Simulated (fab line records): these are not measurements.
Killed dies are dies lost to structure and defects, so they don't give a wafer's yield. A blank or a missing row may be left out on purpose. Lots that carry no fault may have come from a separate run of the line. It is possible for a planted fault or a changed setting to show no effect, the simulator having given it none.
fab line records | flow n5_finfet
[record] lots = 10 | wafers = 30 | last_day = 17
route steps=1938 shown SD_EPI_N@271 BEOL_M4@1111 PASSIVATION@1936
lots that met no fault: from a run of the same line without faults
start_h: hours from the record's opening day to when the first of the lot's shown wafers began | wait_h: time in hours since the lot's previous step | " repeats the value in the row above | L1.1+2: one row covering several wafers at once | - no value, or no start given | * or withheld: withheld | < > ~ a bound
route shown NAME@n: names a module that has steps shown in the file, with the first one's number in the route | usual: mean and standard deviation over wafers with no fault | same: alike in all rows | chamber/n: place in a boat | sites: each site's reading | _std_site: the values' standard deviation | _edge_site: mean of outer sites minus mean of inner sites | radius_mm: how far each site lies from the wafer's centre | mask NAME#n: copy n | behind: tool/chamber where the wafer was last shaped | hold: what put the lot on hold/how long, in hours/how the hold closed | device: the n, p or np transistor that did not switch | end of line: the same wafers' tests at the end of the route | for a step that has no rows: nothing shown but its recipe | killed: the dies lost at the first sort to structure and to defects; this is not the yield of the wafer | map: the dies of a wafer, with x for killed, . for not killed, _ for no die there
set.NAME: the setting that was run; set.NAME@STEP: the one run at that earlier step | model.NAME: the simulator's own value behind a step, which no gauge read
steps of the route over a sample of lots; a table a step, a row a wafer
services: from which hour (start_h, from the record's first day; less than 0 if before it) a tool's chamber was out of use, for how many hours, and why
[[steps]]
[step N5_SD_EPI_N_OVL_MEAS_10]
[recipe] points_per_wafer = 44
[usual] SD_N_BLK_OVL = -0.3/0.72
[same] points_per_wafer = 44
lot.wafer | tool       | chamber | start_h | wait_h | SD_N_BLK_OVL[nm]
L669.3    | overlay-02 | 0       | 67.90   | 0.0    | 0.5
L669.4    | "          | 0       | "       | "      | -0.4
L669.6    | "          | 0       | "       | "      | -1.2
L672.1    | overlay-01 | 0       | 84.70   | 0.0    | 0.2
L672.4    | "          | 0       | "       | "      | 0.1
L672.6    | "          | 0       | "       | "      | 0.3
L674.1    | overlay-01 | 0       | 102.54  | 0.0    | -0.9
L674.4    | "          | 0       | "       | "      | -1.1
L674.5    | "          | 0       | "       | "      | -1.4
L675.1    | overlay-01 | 0       | 109.44  | 0.0    | -1.4
L675.2    | "          | 0       | "       | "      | 0.7
L675.5    | "          | 0       | "       | "      | -1.1
L676.1    | overlay-02 | 0       | 119.52  | 0.0    | -0.1
L676.5    | "          | 0       | "       | "      | 0.4
L676.6    | "          | 0       | "       | "      | 0.3
L678.1    | overlay-02 | 0       | 126.41  | 0.0    | 0.2
L678.2    | "          | 0       | "       | "      | 0.4
L678.4    | "          | 0       | "       | "      | -0.4
L682.2    | overlay-01 | 0       | 144.47  | 0.0    | -0.4
L682.3    | "          | 0       | "       | "      | 0.1
L682.4    | "          | 0       | "       | "      | -1.4
L683.1    | overlay-02 | 0       | 151.76  | 0.0    | 1.5
L683.3    | "          | 0       | "       | "      | 1.0
L683.4    | "          | 0       | "       | "      | 0.8
L685.1    | overlay-02 | 0       | 162.88  | 0.0    | 0.2
L685.2    | "          | 0       | "       | "      | 0.3
L685.3    | "          | 0       | "       | "      | 0.0
L687.2    | overlay-02 | 0       | 175.48  | 0.0    | 0.3
L687.4    | "          | 0       | "       | "      | -0.3
L687.5    | "          | 0       | "       | "      | 0.3
[step N5_SD_EPI_N_DESCUM_14]
[recipe] chemistry = O2 | time_s = 7.9 | source_power_w = 50 | bias_power_w = 20 | pressure_mtorr = 20 | rf_frequency_hz = 2.712e+07 | temp_c = 40 | resist = CAR-ArF-block | o2_flow_sccm = 225
[usual] drypump_motor_current_A = 5.5/0.37 | o2_flow_sccm = 225.0/0.66 | oes_product_au = 0.80/0.091 | rf_vpp_V = 243.1/1.6 | showerhead_plenum_p_Torr = 2.09/0.084 | throttle_valve_pct = 20.31/0.16
lot.wafer | tool        | chamber | start_h | wait_h | drypump_motor_current_A | o2_flow_sccm | oes_product_au | rf_hours_counter_h | rf_vpp_V | showerhead_plenum_p_Torr | throttle_valve_pct
L669.3    | rie_diel-05 | 2       | 69.28   | 1.4    | 5.9                     | 224.8        | 0.75           | 154                | 246.3    | 2.19                     | 20.34
L669.4    | "           | 3       | "       | "      | 5.7                     | 225.0        | 0.71           | 231                | 240.7    | 1.96                     | 20.54
L669.6    | "           | 0       | "       | "      | 4.9                     | 225.0        | 0.86           | -                  | 245.0    | 2.13                     | 19.97
L672.1    | rie_diel-04 | 2       | 84.76   | 0.0    | 4.8                     | 226.1        | 0.95           | 9                  | 242.1    | 2.06                     | 20.33
L672.4    | "           | 1       | "       | "      | 5.3                     | 225.4        | 0.72           | 187                | 244.5    | 2.16                     | 20.51
L672.6    | "           | 2       | "       | "      | 4.8                     | 225.2        | 0.95           | -                  | 240.7    | 2.06                     | 20.33
L674.1    | rie_diel-02 | 0       | 102.70  | 0.1    | 5.6                     | 224.8        | 0.73           | 176                | 240.7    | 1.99                     | 20.37
L674.4    | "           | 3       | "       | "      | 5.4                     | 225.0        | 0.97           | 13                 | 244.3    | 2.13                     | 20.23
L674.5    | "           | 1       | "       | "      | 5.0                     | 225.5        | 0.93           | -                  | 242.1    | 2.16                     | 20.20
L675.1    | rie_diel-02 | 3       | 110.18  | 0.7    | 5.4                     | 225.1        | 0.96           | 16                 | 245.1    | 2.13                     | 20.24
L675.2    | "           | 0       | "       | "      | 5.6                     | 224.0        | 0.73           | 179                | 241.0    | 1.99                     | 20.40
L675.5    | "           | 2       | "       | "      | 5.9                     | 224.3        | 0.73           | -                  | 244.7    | 2.16                     | 20.41
L676.1    | rie_diel-02 | 2       | 119.57  | 0.0    | 5.9                     | 224.6        | 0.73           | 179                | 243.9    | 2.16                     | 20.42
L676.5    | "           | 0       | "       | "      | 5.7                     | 225.3        | 0.72           | -                  | 242.1    | 1.99                     | 20.38
L676.6    | "           | 3       | "       | "      | 5.4                     | 224.4        | 0.95           | -                  | 244.4    | 2.13                     | 20.22
L678.1    | rie_diel-04 | 3       | 126.46  | 0.0    | 5.7                     | 223.9        | 0.71           | 175                | 242.2    | 1.98                     | 20.25
L678.2    | "           | 0       | "       | "      | 5.8                     | 225.5        | 0.72           | 178                | 240.1    | 1.98                     | 20.46
L678.4    | "           | 2       | "       | "      | 4.8                     | 224.6        | 0.92           | 22                 | 242.7    | 2.06                     | 20.35
L682.2    | rie_diel-02 | 0       | 144.53  | 0.0    | 5.6                     | 224.0        | 0.72           | 188                | 242.5    | 1.99                     | 20.39
L682.3    | "           | 2       | "       | "      | 5.9                     | 225.1        | 0.72           | 186                | 244.4    | 2.16                     | 20.44
L682.4    | "           | 1       | "       | "      | 4.9                     | 225.3        | 0.89           | 21                 | 242.3    | 2.15                     | 20.22
L683.1    | rie_diel-04 | 2       | 151.94  | 0.2    | 4.8                     | 224.5        | 0.89           | 31                 | 242.5    | 2.06                     | 20.35
L683.3    | "           | 1       | "       | "      | 5.3                     | 224.7        | 0.70           | 209                | 244.1    | 2.15                     | 20.54
L683.4    | "           | 0       | "       | "      | 5.8                     | 224.6        | 0.71           | 186                | 241.7    | 1.98                     | 20.47
L685.1    | rie_diel-05 | 3       | 162.94  | 0.0    | 5.7                     | 225.1        | 0.93           | 11                 | 246.9    | 2.21                     | 20.14
L685.2    | "           | 0       | "       | "      | 4.9                     | 224.0        | 0.81           | 75                 | 242.8    | 2.12                     | 20.01
L685.3    | "           | 1       | "       | "      | 5.5                     | 223.6        | 0.75           | 185                | 241.1    | 1.97                     | 20.35
L687.2    | rie_diel-05 | 1       | 175.54  | 0.0    | 5.5                     | 224.9        | 0.74           | 190                | 242.4    | 1.97                     | 20.37
L687.4    | "           | 0       | "       | "      | 5.0                     | 223.9        | 0.79           | 80                 | 243.5    | 2.11                     | 20.01
L687.5    | "           | 1       | "       | "      | 5.5                     | 225.1        | 0.75           | -                  | 241.3    | 1.97                     | 20.37
[step N5_SD_EPI_N_VAPOR_ETCH_50]
[recipe] chemistry = HCl | target = Si | temp_c = 775 | time_s = 54 | pressure_torr = 20 | mode = isotropic
[usual] throttle_valve_pct = 12.2/0.34
lot.wafer | tool         | chamber | start_h | wait_h | throttle_valve_pct
L669.3    | epi_rpcvd-03 | 0       | 70.83   | 0.2    | 12.4
L669.4    | "            | 0       | "       | "      | 12.0
L669.6    | "            | 0       | "       | "      | 12.3
L672.1    | epi_rpcvd-02 | 0       | 86.25   | 0.3    | 11.9
L672.4    | "            | 0       | "       | "      | 12.0
L672.6    | "            | 0       | "       | "      | 11.8
L674.1    | epi_rpcvd-02 | 0       | 104.20  | 0.3    | 11.6
L674.4    | "            | 0       | "       | "      | 11.8
L674.5    | "            | 0       | "       | "      | 11.7
L675.1    | epi_rpcvd-03 | 0       | 111.79  | 0.4    | 12.3
L675.2    | "            | 0       | "       | "      | 12.2
L675.5    | "            | 0       | "       | "      | 11.9
L676.1    | epi_rpcvd-03 | 0       | 121.19  | 0.4    | 12.1
L676.5    | "            | 0       | "       | "      | 12.2
L676.6    | "            | 0       | "       | "      | 12.1
L678.1    | epi_rpcvd-03 | 0       | 128.08  | 0.4    | 12.0
L678.2    | "            | 0       | "       | "      | 12.2
L678.4    | "            | 0       | "       | "      | 12.2
L682.2    | epi_rpcvd-01 | 0       | 146.05  | 0.3    | 12.4
L682.3    | "            | 0       | "       | "      | 12.5
L682.4    | "            | 0       | "       | "      | 12.5
L683.1    | epi_rpcvd-03 | 0       | 153.96  | 0.4    | 12.0
L683.3    | "            | 0       | "       | "      | 12.2
L683.4    | "            | 0       | "       | "      | 12.1
L685.1    | epi_rpcvd-03 | 0       | 164.44  | 0.3    | 12.2
L685.2    | "            | 0       | "       | "      | 12.1
L685.3    | "            | 0       | "       | "      | 12.3
L687.2    | epi_rpcvd-01 | 0       | 177.07  | 0.3    | 12.4
L687.4    | "            | 0       | "       | "      | 12.6
L687.5    | "            | 0       | "       | "      | 12.5
[step N5_SD_EPI_N_EPI_21]
[recipe] material = Si:P | dopant = P | temp_c = 680 | pressure_torr = 255 | time_s = 690
[usual] susceptor_temp_C = 680.04/0.29 | susceptor_temp_C_max = 681.8/0.4
lot.wafer | tool         | chamber | start_h | wait_h | susceptor_temp_C | susceptor_temp_C_max
L669.3    | epi_rpcvd-03 | 0       | 71.51   | 0.7    | 680.38           | 682.0
L669.4    | "            | 0       | "       | "      | 679.90           | 681.6
L669.6    | "            | 0       | "       | "      | 680.51           | 682.2
L672.1    | epi_rpcvd-02 | 0       | 86.43   | 0.1    | 679.58           | 682.0
L672.4    | "            | 0       | "       | "      | 679.63           | 681.3
L672.6    | "            | 0       | "       | "      | 680.00           | 681.6
L674.1    | epi_rpcvd-02 | 0       | 104.38  | 0.1    | 680.57           | 682.3
L674.4    | "            | 0       | "       | "      | 679.79           | 681.9
L674.5    | "            | 0       | "       | "      | 680.27           | 682.5
L675.1    | epi_rpcvd-03 | 0       | 112.03  | 0.2    | 680.27           | 681.7
L675.2    | "            | 0       | "       | "      | 680.02           | 681.5
L675.5    | "            | 0       | 113.52  | 1.5    | 680.03           | 682.1
L676.1    | epi_rpcvd-03 | 0       | 121.43  | 0.2    | 679.79           | 681.1
L676.5    | "            | 0       | 122.92  | 1.5    | 679.60           | 681.9
L676.6    | "            | 0       | "       | "      | 679.44           | 681.2
L678.1    | epi_rpcvd-03 | 0       | 128.32  | 0.2    | 680.46           | 682.6
L678.2    | "            | 0       | "       | "      | 680.53           | 682.3
L678.4    | "            | 0       | "       | "      | 680.36           | 682.0
L682.2    | epi_rpcvd-01 | 0       | 146.48  | 0.4    | 679.95           | 682.4
L682.3    | "            | 0       | "       | "      | 679.93           | 681.9
L682.4    | "            | 0       | "       | "      | 680.06           | 681.6
L683.1    | epi_rpcvd-03 | 0       | 154.20  | 0.2    | 681.57           | 683.4
L683.3    | "            | 0       | "       | "      | 681.55           | 683.1
L683.4    | "            | 0       | "       | "      | 681.77           | 683.5
L685.1    | epi_rpcvd-03 | 0       | 164.62  | 0.1    | 681.82           | 683.1
L685.2    | "            | 0       | "       | "      | 681.73           | 683.4
L685.3    | "            | 0       | "       | "      | 682.21           | 684.2
L687.2    | epi_rpcvd-01 | 0       | 177.50  | 0.4    | 680.00           | 681.5
L687.4    | "            | 0       | "       | "      | 679.75           | 681.8
L687.5    | "            | 0       | "       | "      | 680.15           | 681.9
[step N5_BEOL_M4_RC_MEAS_101]
[usual] DIBL_N = 36.9/1.7 | DIBL_P = 36.7/2.1 | IOFF_N = 0.17/0.032 | IOFF_P = 0.22/0.036 | ION_N = 674/12 | ION_P = 461/7 | SS_N = 71.7/0.6 | SS_P = 73.4/0.67 | VT_N = 249/3.1 | VT_P = -250/3.2
lot.wafer | tool      | chamber | start_h | wait_h | DIBL_N[mV/V] | DIBL_P[mV/V] | IOFF_N[nA/um] | IOFF_P[nA/um] | ION_N[uA/um] | ION_P[uA/um] | SS_N[mV/dec] | SS_P[mV/dec] | VT_N[mV] | VT_P[mV]
L669.3    | prober-02 | 0       | 182.21  | 0.3    | 32.8         | 32.8         | 0.12          | 0.17          | 660          | 454          | 70.6         | 72.8         | 255      | -252
L669.4    | "         | 0       | "       | "      | 35.9         | 35.1         | 0.16          | 0.20          | 663          | 454          | 71.8         | 72.8         | 250      | -252
L669.6    | "         | 0       | "       | "      | 34.4         | 32.9         | 0.14          | 0.17          | 652          | 446          | 71.6         | 72.2         | 252      | -251
L672.1    | prober-01 | 0       | 196.96  | 0.0    | 38.8         | 41.7         | 0.23          | 0.27          | 694          | 468          | 72.2         | 74.3         | 245      | -251
L672.4    | "         | 0       | "       | "      | 36.9         | 38.2         | 0.18          | 0.21          | 676          | 452          | 71.8         | 73.9         | 250      | -252
L672.6    | "         | 0       | "       | "      | 37.5         | 38.4         | 0.19          | 0.21          | 683          | 456          | 71.6         | 74.3         | 248      | -254
L674.1    | prober-01 | 0       | 212.24  | 0.0    | 37.3         | 36.5         | 0.18          | 0.22          | 679          | 461          | 71.7         | 73.2         | 246      | -251
L674.4    | "         | 0       | "       | "      | 37.0         | 36.0         | 0.16          | 0.20          | 680          | 460          | 71.1         | 72.8         | 250      | -249
L674.5    | "         | 0       | "       | "      | 39.7         | 37.1         | 0.23          | 0.23          | 675          | 452          | 72.8         | 73.7         | 244      | -251
L675.1    | prober-01 | 0       | 221.92  | 0.0    | 34.8         | 34.7         | 0.15          | 0.20          | 662          | 461          | 71.6         | 72.5         | 251      | -249
L675.2    | "         | 0       | "       | "      | 34.6         | 34.8         | 0.13          | 0.21          | 657          | 454          | 70.7         | 71.8         | 253      | -252
L675.5    | "         | 0       | "       | "      | 35.2         | 35.8         | 0.15          | 0.23          | 673          | 464          | 71.5         | 72.8         | 251      | -249
L678.1    | prober-01 | 0       | 240.87  | 0.0    | 37.7         | 38.5         | 0.19          | 0.26          | 688          | 475          | 72.3         | 73.5         | 248      | -245
L678.2    | "         | 0       | "       | "      | 34.9         | 36.7         | 0.14          | 0.21          | 677          | 466          | 70.8         | 73.7         | 253      | -249
L678.4    | "         | 0       | "       | "      | 36.2         | 37.5         | 0.16          | 0.23          | 677          | 461          | 72.2         | 72.3         | 248      | -246
L676.1    | prober-01 | 0       | 248.61  | 0.0    | 38.3         | 37.3         | 0.18          | 0.23          | 684          | 461          | 72.0         | 73.8         | 250      | -252
L676.5    | "         | 0       | "       | "      | 40.4         | 39.3         | 0.24          | 0.27          | 692          | 472          | 72.4         | 74.3         | 246      | -249
L676.6    | "         | 0       | "       | "      | 38.5         | 36.5         | 0.20          | 0.22          | 680          | 458          | 72.6         | 74.3         | 248      | -250
L682.2    | prober-01 | 0       | 253.01  | 0.2    | 36.7         | 36.8         | 0.14          | 0.19          | 664          | 454          | 71.6         | 73.0         | 251      | -253
L682.3    | "         | 0       | "       | "      | 37.6         | 36.9         | 0.18          | 0.19          | 671          | 455          | 72.4         | 72.8         | 248      | -251
L682.4    | "         | 0       | "       | "      | 36.9         | 36.5         | 0.15          | 0.18          | 660          | 456          | 71.9         | 72.7         | 252      | -252
L683.1    | prober-02 | 0       | 270.93  | 0.0    | 38.4         | 38.0         | 0.19          | 0.24          | 676          | 466          | 71.8         | 73.7         | 248      | -249
L683.3    | "         | 0       | "       | "      | 34.9         | 34.8         | 0.13          | 0.20          | 654          | 458          | 71.1         | 72.8         | 252      | -252
L683.4    | "         | 0       | "       | "      | 32.8         | 32.0         | 0.11          | 0.16          | 660          | 455          | 70.6         | 72.6         | 253      | -255
L685.1    | prober-01 | 0       | 285.93  | 0.0    | 37.1         | 37.7         | 0.17          | 0.27          | 679          | 465          | 72.8         | 73.5         | 248      | -245
L685.2    | "         | 0       | "       | "      | 36.3         | 35.5         | 0.15          | 0.22          | 669          | 461          | 71.0         | 73.3         | 252      | -245
L685.3    | "         | 0       | "       | "      | 38.0         | 38.3         | 0.21          | 0.28          | 703          | 472          | 73.2         | 74.1         | 244      | -245
L687.2    | prober-02 | 0       | 293.19  | 0.2    | 35.5         | 34.9         | 0.14          | 0.19          | 673          | 462          | 72.0         | 73.8         | 254      | -250
L687.4    | "         | 0       | "       | "      | 32.0         | 30.8         | 0.10          | 0.14          | 651          | 452          | 69.8         | 72.5         | 255      | -255
L687.5    | "         | 0       | "       | "      | 35.6         | 34.9         | 0.14          | 0.20          | 667          | 462          | 71.3         | 73.7         | 255      | -251
[step N5_PASSIVATION_PROBE_49]
[usual] defect_limited_yield = 91.7/1.5 | killed_at_M0_to_M3 = 32/9.6 | killed_at_M4_up = 13/5.3 | killed_at_contacts = 12/6.8 | killed_at_front_end = 36/9.8 | killed_at_other = 4/3.1 | killed_dies = 98/17 | killed_open = 65/13 | killed_short = 32/8.5 | sort_bin_5_function = 4.9/0.93 | sort_bin_6_memory = 3.2/0.67 | sort_bin_8_speed = 0.00/0.02 | sort_n_pass = 1082/17 | sort_yield_pct = 91.7/1.4
[same] gross_dies = 1180 | killed_at_back_side = 0 | sort_bin_4_leakage[%] = 0
lot.wafer | tool      | chamber | start_h | wait_h | defect_limited_yield[%] | killed_at_M0_to_M3 | killed_at_M4_up | killed_at_contacts | killed_at_front_end | killed_at_other | killed_dies | killed_open | killed_short | sort_bin_5_function[%] | sort_bin_6_memory[%] | sort_bin_8_speed[%] | sort_n_pass | sort_yield_pct[%]
L672.1    | prober-01 | -       | 306.38  | 0.0    | 91.1                    | 17                 | 15              | 13                 | 45                  | 15              | 105         | 68          | 35           | 5.7                    | 3.0                  | 0                   | 1075        | 91.1
L672.4    | prober-01 | -       | 306.53  | 0.2    | 90.0                    | 44                 | 11              | 16                 | 41                  | 6               | 118         | 81          | 37           | 5.6                    | 3.8                  | 0                   | 1062        | 90.0
L672.6    | prober-01 | -       | 306.63  | 0.3    | 92.2                    | 20                 | 19              | 14                 | 35                  | 4               | 92          | 57          | 35           | 4.2                    | 3.2                  | 0                   | 1088        | 92.2
L674.1    | prober-02 | -       | 309.88  | 0.0    | 91.3                    | 23                 | 24              | 20                 | 34                  | 2               | 103         | 81          | 22           | 5.2                    | 3.3                  | 0                   | 1077        | 91.3
L674.4    | prober-02 | -       | 310.03  | 0.2    | 90.3                    | 28                 | 23              | 30                 | 32                  | 2               | 115         | 76          | 36           | 5.5                    | 4.0                  | 0                   | 1065        | 90.3
L674.5    | prober-02 | -       | 310.08  | 0.2    | 89.2                    | 31                 | 25              | 31                 | 35                  | 5               | 127         | 70          | 56           | 6.2                    | 4.1                  | 0                   | 1053        | 89.2
L675.1    | prober-01 | -       | 318.32  | 0.0    | 89.1                    | 39                 | 11              | 11                 | 65                  | 3               | 129         | 88          | 41           | 6.4                    | 4.0                  | 0                   | 1051        | 89.1
L675.2    | prober-01 | -       | 318.37  | 0.1    | 90.6                    | 38                 | 12              | 17                 | 41                  | 3               | 111         | 79          | 30           | 5.4                    | 3.5                  | 0                   | 1069        | 90.6
L675.5    | prober-01 | -       | 318.52  | 0.2    | 93.1                    | 35                 | 6               | 8                  | 30                  | 2               | 81          | 62          | 18           | 4.4                    | 2.4                  | 0                   | 1099        | 93.1
L682.2    | prober-01 | -       | 362.13  | 0.1    | 91.8                    | 33                 | 16              | 21                 | 25                  | 2               | 97          | 61          | 34           | 4.3                    | 3.6                  | 0                   | 1083        | 91.8
L682.3    | prober-01 | -       | 362.18  | 0.1    | 92.5                    | 29                 | 15              | 22                 | 22                  | 1               | 89          | 58          | 30           | 4.1                    | 3.5                  | 0                   | 1091        | 92.5
L682.4    | prober-01 | -       | 362.23  | 0.2    | 92.8                    | 21                 | 10              | 16                 | 36                  | 2               | 85          | 67          | 13           | 4.1                    | 2.5                  | 0                   | 1095        | 92.8
// killed by level:class
L672.1 FIN_SAQP:geometric_particle:open=13 FIN_SAQP:geometric_particle:short=9 MOL_CONTACT_COAG:geometric_particle:open=9 STI_FIN_REVEAL:geometric_particle:open=8 BEOL_M3:geometric_particle:open=8 GATE_CUT:geometric_particle:short=4 MOL_CONTACT_COAG:geometric_particle:short=4 BEOL_M0_SAQP:geometric_particle:short=4
L672.4 MOL_CONTACT_COAG:geometric_particle:open=14 BEOL_M0_SAQP:geometric_particle:short=12 BEOL_M0_SAQP:geometric_particle:open=10 STI_FIN_REVEAL:geometric_particle:open=10 DUMMY_GATE:geometric_particle:open=8 BEOL_M3:geometric_particle:open=8 BEOL_M1:geometric_particle:open=6 STARTING-WAFER:geometric_particle:short=6
L672.6 STI_FIN_REVEAL:geometric_particle:open=11 MOL_CONTACT_COAG:geometric_particle:open=11 BEOL_M4:geometric_particle:open=9 FIN_SAQP:geometric_particle:short=8 BEOL_M3:geometric_particle:open=5 FIN_SAQP:geometric_particle:open=4 BEOL_M4:geometric_particle:short=4 DUMMY_GATE:geometric_particle:open=3
L674.1 MOL_CONTACT_COAG:geometric_particle:open=16 STI_FIN_REVEAL:geometric_particle:open=12 BEOL_M4:geometric_particle:open=9 FIN_SAQP:geometric_particle:short=6 BEOL_M0_SAQP:geometric_particle:open=6 DUMMY_GATE:geometric_particle:open=5 BEOL_M0:geometric_particle:open=5 BEOL_M3:geometric_particle:open=5
L674.4 MOL_CONTACT_COAG:geometric_particle:open=25 BEOL_M4:geometric_particle:open=13 FIN_SAQP:geometric_particle:short=7 BEOL_M0_SAQP:geometric_particle:short=7 BEOL_M3:geometric_particle:open=6 STI_FIN_REVEAL:geometric_particle:open=5 MOL_CONTACT_COAG:geometric_particle:short=5 BEOL_M0_SAQP:geometric_particle:open=4
L674.5 MOL_CONTACT_COAG:geometric_particle:open=26 FIN_SAQP:geometric_particle:short=12 BEOL_M4:geometric_particle:short=10 BEOL_M0_SAQP:geometric_particle:short=10 BEOL_M4:geometric_particle:open=9 BEOL_M0_SAQP:geometric_particle:open=7 FIN_SAQP:geometric_particle:open=5 MOL_CONTACT_COAG:geometric_particle:short=5
L675.1 FIN_SAQP:geometric_particle:open=30 FIN_SAQP:geometric_particle:short=21 BEOL_M1:geometric_particle:open=13 MOL_CONTACT_COAG:geometric_particle:open=10 BEOL_M0_SAQP:geometric_particle:open=10 BEOL_M2:geometric_particle:open=9 DUMMY_GATE:geometric_particle:short=4 BEOL_M8:geometric_particle:open=4
L675.2 MOL_CONTACT_COAG:geometric_particle:open=15 BEOL_M3:geometric_particle:open=15 FIN_SAQP:geometric_particle:open=13 STI_FIN_REVEAL:geometric_particle:open=8 FIN_SAQP:geometric_particle:short=7 BEOL_M2:geometric_particle:open=7 BEOL_M0_SAQP:geometric_particle:open=6 BEOL_M1:geometric_particle:open=4
L675.5 BEOL_M1:geometric_particle:open=12 FIN_SAQP:geometric_particle:open=9 MOL_CONTACT_COAG:geometric_particle:open=8 BEOL_M2:geometric_particle:open=7 STI_FIN_REVEAL:geometric_particle:open=6 BEOL_M0_SAQP:geometric_particle:short=5 BEOL_M3:geometric_particle:open=5 GATE_CUT:geometric_particle:short=4
L682.2 MOL_CONTACT_COAG:geometric_particle:open=13 BEOL_M0_SAQP:geometric_particle:short=10 BEOL_M4:geometric_particle:open=9 MOL_CONTACT_COAG:geometric_particle:short=8 BEOL_M0_SAQP:geometric_particle:open=8 BEOL_M3:geometric_particle:open=7 STI_FIN_REVEAL:geometric_particle:open=5 GATE_CUT:geometric_particle:short=4
L682.3 MOL_CONTACT_COAG:geometric_particle:open=18 BEOL_M0_SAQP:geometric_particle:short=8 BEOL_M0_SAQP:geometric_particle:open=7 STI_FIN_REVEAL:geometric_particle:open=5 BEOL_M3:geometric_particle:open=5 MOL_CONTACT_COAG:geometric_particle:short=4 FIN_SAQP:geometric_particle:short=3 GATE_CUT:geometric_particle:open=3
L682.4 MOL_CONTACT_COAG:geometric_particle:open=13 BEOL_M3:geometric_particle:open=13 FIN_SAQP:geometric_particle:open=10 BEOL_M4:geometric_particle:open=6 DUMMY_GATE:geometric_particle:open=5 HKMG_FIN:area_etch=5 STI_FIN_REVEAL:geometric_particle:open=4 FIN_SAQP:geometric_particle:short=3
[[services]]
tool         | chamber | start_h | hours | kind
rie_diel-04  | 2       | 49.28   | -     | clean
rie_diel-04  | 2       | 49.28   | -     | consumable_replace:focus_ring
rie_diel-04  | 2       | 49.28   | 15.3  | scheduled_down
rie_diel-04  | 2       | 49.28   | 15.3  | vent_cycle
rie_diel-02  | 1       | 54.22   | -     | clean
rie_diel-02  | 1       | 54.22   | -     | consumable_replace:focus_ring
rie_diel-02  | 1       | 54.22   | 14.8  | scheduled_down
rie_diel-02  | 1       | 54.22   | 14.8  | vent_cycle
rie_diel-02  | -       | 63.38   | 14.6  | pm
rie_diel-04  | -       | 99.96   | 4.3   | pm
epi_rpcvd-02 | -       | 106.06  | 0.9   | repair
rie_diel-02  | -       | 110.97  | 2.8   | pm
rie_diel-05  | 0       | 113.45  | 3.9   | repair
rie_diel-05  | -       | 116.55  | 0.5   | repair
rie_diel-05  | 3       | 117.37  | -     | clean
rie_diel-05  | 3       | 117.37  | -     | consumable_replace:focus_ring
rie_diel-05  | 3       | 117.37  | -     | consumable_replace:showerhead
rie_diel-05  | 3       | 117.37  | 14.9  | scheduled_down
rie_diel-05  | 3       | 117.37  | 14.9  | vent_cycle
epi_rpcvd-01 | -       | 137.43  | 8.1   | pm
rie_diel-04  | 3       | 144.48  | 1.3   | repair
rie_diel-04  | 1       | 165.57  | 6.6   | repair
rie_diel-02  | 1       | 169.13  | 2.1   | repair
epi_rpcvd-02 | -       | 175.86  | 4.3   | pm
[[key]]
[first_sign] step = N5_SD_EPI_N_EPI_21 | reading = susceptor_temp_C | direction = up | sigmas = 5.9 | usual = * | struck = *
[effect] step = N5_SD_EPI_N_EPI_21 | reading = susceptor_temp_C_max | direction = up | sigmas = 4.1 | usual = * | struck = *
met_at N5_SD_EPI_N_EPI_21
struck_lots L683,L685
not_acting_at N5_SD_EPI_N_OVL_MEAS_10,N5_SD_EPI_N_DESCUM_14,N5_SD_EPI_N_VAPOR_ETCH_50
onset_between 128.32 154.20
[fault] kind = process_parameter_drift | tool = epi_rpcvd-03 | chamber = - | onset_h = 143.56 | steps = N5_SD_EPI_N_EPI_21 | channel = temp_c | offset = * | shape = step | end_h = 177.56 | acts_in = * | stated = *
